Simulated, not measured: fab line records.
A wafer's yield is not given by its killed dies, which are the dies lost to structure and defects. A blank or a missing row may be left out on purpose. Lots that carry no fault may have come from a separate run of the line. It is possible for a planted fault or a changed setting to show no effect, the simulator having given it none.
Lot-split experiment :: flow n5Finfet :: 7 lots, 21 wafers read, on a route of 1938 steps

## THE SPLIT ITSELF
At N5_MIM_TOP_ETCH_PECVD_03 (deposits SiNx from SiH4/NH3/N2, target thk 20 nm, time 17.6 s), the setting timeS was moved away from the recipe's 17.6 s on 6 of the 21 wafers read, by -14.5% to +11.1%. For the rest of the wafers, this setting stayed at what the recipe calls for.

The reading is taken at the split's own step.

## THE READING
SiNx_of_MIM_TOP_ETCH_PECVD_03.thkNm (the simulator's own value, which no gauge read), in nm, at N5_MIM_TOP_ETCH_PECVD_03 (deposits SiNx from SiH4/NH3/N2, target thk 20 nm, time 17.6 s). There is no usual value for it anywhere in the file. Across the 15 wafers here that went through the recipe, the average is 20.0 nm and the standard deviation 0.39 nm.

wafer: L079.3
tool, chamber at the split: pecvd-04, 0,2
timeS as run, s: 17.6
against the recipe: recipe
SiNx_of_MIM_TOP_ETCH_PECVD_03.thkNm, nm: 19.6
against lot-mates on the recipe: -

wafer: L079.5
tool, chamber at the split: pecvd-04, 0,2
timeS as run, s: 17.6
against the recipe: recipe
SiNx_of_MIM_TOP_ETCH_PECVD_03.thkNm, nm: 19.6
against lot-mates on the recipe: -

wafer: L079.6
tool, chamber at the split: pecvd-04, 0
timeS as run, s: 17.6
against the recipe: recipe
SiNx_of_MIM_TOP_ETCH_PECVD_03.thkNm, nm: 19.8
against lot-mates on the recipe: -

wafer: L086.2
tool, chamber at the split: pecvd-03, 1
timeS as run, s: 16.77
against the recipe: -4.7%
SiNx_of_MIM_TOP_ETCH_PECVD_03.thkNm, nm: 19.4
against lot-mates on the recipe: -0.9

wafer: L086.3
tool, chamber at the split: pecvd-03, 0
timeS as run, s: 17.6
against the recipe: recipe
SiNx_of_MIM_TOP_ETCH_PECVD_03.thkNm, nm: 20.4
against lot-mates on the recipe: -

wafer: L086.6
tool, chamber at the split: pecvd-03, 2
timeS as run, s: 17.6
against the recipe: recipe
SiNx_of_MIM_TOP_ETCH_PECVD_03.thkNm, nm: 20.2
against lot-mates on the recipe: -

wafer: L088.2
tool, chamber at the split: pecvd-04, 1
timeS as run, s: 17.6
against the recipe: recipe
SiNx_of_MIM_TOP_ETCH_PECVD_03.thkNm, nm: 19.4
against lot-mates on the recipe: -

wafer: L088.4
tool, chamber at the split: pecvd-04, 1,2
timeS as run, s: 17.6
against the recipe: recipe
SiNx_of_MIM_TOP_ETCH_PECVD_03.thkNm, nm: 19.8
against lot-mates on the recipe: -

wafer: L088.6
tool, chamber at the split: pecvd-04, 1,2
timeS as run, s: 17.6
against the recipe: recipe
SiNx_of_MIM_TOP_ETCH_PECVD_03.thkNm, nm: 19.8
against lot-mates on the recipe: -

wafer: L091.1
tool, chamber at the split: pecvd-03, 2
timeS as run, s: 19.55
against the recipe: +11.1%
SiNx_of_MIM_TOP_ETCH_PECVD_03.thkNm, nm: 22.2
against lot-mates on the recipe: +1.6

wafer: L091.4
tool, chamber at the split: pecvd-03, 0
timeS as run, s: 17.6
against the recipe: recipe
SiNx_of_MIM_TOP_ETCH_PECVD_03.thkNm, nm: 20.6
against lot-mates on the recipe: -

wafer: L091.6
tool, chamber at the split: pecvd-03, 2
timeS as run, s: 19.55
against the recipe: +11.1%
SiNx_of_MIM_TOP_ETCH_PECVD_03.thkNm, nm: 22.6
against lot-mates on the recipe: +2.0

wafer: L092.1
tool, chamber at the split: pecvd-02, 0
timeS as run, s: 17.6
against the recipe: recipe
SiNx_of_MIM_TOP_ETCH_PECVD_03.thkNm, nm: 19.6
against lot-mates on the recipe: -

wafer: L092.3
tool, chamber at the split: pecvd-02, 1
timeS as run, s: 18.83
against the recipe: +7.0%
SiNx_of_MIM_TOP_ETCH_PECVD_03.thkNm, nm: 21.4
against lot-mates on the recipe: +1.5

wafer: L092.6
tool, chamber at the split: pecvd-02, 1
timeS as run, s: 17.6
against the recipe: recipe
SiNx_of_MIM_TOP_ETCH_PECVD_03.thkNm, nm: 20.2
against lot-mates on the recipe: -

wafer: L095.2
tool, chamber at the split: pecvd-03, 0
timeS as run, s: 15.04
against the recipe: -14.5%
SiNx_of_MIM_TOP_ETCH_PECVD_03.thkNm, nm: 17.2
against lot-mates on the recipe: -3.0

wafer: L095.4
tool, chamber at the split: pecvd-03, 0
timeS as run, s: 17.6
against the recipe: recipe
SiNx_of_MIM_TOP_ETCH_PECVD_03.thkNm, nm: 20.4
against lot-mates on the recipe: -

wafer: L095.5
tool, chamber at the split: pecvd-03, 2
timeS as run, s: 17.6
against the recipe: recipe
SiNx_of_MIM_TOP_ETCH_PECVD_03.thkNm, nm: 20
against lot-mates on the recipe: -

wafer: L097.3
tool, chamber at the split: pecvd-03, 1
timeS as run, s: 17.6
against the recipe: recipe
SiNx_of_MIM_TOP_ETCH_PECVD_03.thkNm, nm: 20.4
against lot-mates on the recipe: -

wafer: L097.4
tool, chamber at the split: pecvd-03, 0
timeS as run, s: 18.29
against the recipe: +3.9%
SiNx_of_MIM_TOP_ETCH_PECVD_03.thkNm, nm: 21.4
against lot-mates on the recipe: +0.9

wafer: L097.5
tool, chamber at the split: pecvd-03, 1
timeS as run, s: 17.6
against the recipe: recipe
SiNx_of_MIM_TOP_ETCH_PECVD_03.thkNm, nm: 20.6
against lot-mates on the recipe: -
If several chambers appear in one row, that row covers several wafers at once and the file leaves open which wafer was in which chamber.

THE FIT
A straight line over all 21 wafers: SiNx_of_MIM_TOP_ETCH_PECVD_03.thkNm changes by +0.204 nm for each +1% of timeS; r = +0.94; the points scatter about the line by 0.38 nm.
The same after taking each lot's own level away (the mean of its wafers on the recipe; 21 wafers): +0.188 nm for each +1%; r = +0.98; scatter 0.2 nm.
According to that fit, moving timeS by its largest amount changes the reading by 2.7 nm.
From 19.67 to 20.60 nm: that is the span of the lots' own levels, equal to 2.4 times the standard deviation above.
So the lot-to-lot level changes the slope little: the two slopes agree.
Check: for one of the wafers moved furthest among these (-14.5%), held out of the fit, the line's prediction against its lot-mates is -2.53 nm. It came out at -3 nm against them.

## ADDITIONAL SPLITS CARRIED BY THESE WAFERS
Before the reading, these wafers also passed through other splits. Each is held against what the fit with the lots' levels taken away leaves over:
other split on the same wafers: N5_BEOL_M14_SPUTTER_43 timeS
wafers away from the commonest value: 9
r with SiNx_of_MIM_TOP_ETCH_PECVD_03.thkNm (lot level and that fit taken away): +0.25

other split on the same wafers: N5_BEOL_M15_SPUTTER_43 powerW
wafers away from the commonest value: 8
r with SiNx_of_MIM_TOP_ETCH_PECVD_03.thkNm (lot level and that fit taken away): +0.19

other split on the same wafers: N5_BEOL_M15_SPUTTER_44 powerW
wafers away from the commonest value: 9
r with SiNx_of_MIM_TOP_ETCH_PECVD_03.thkNm (lot level and that fit taken away): +0.34

## THE FILE'S OWN FIT
SiNx_of_MIM_TOP_ETCH_PECVD_03.thkNm changes by +0.194 nm for each +1% of timeS, r = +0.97.
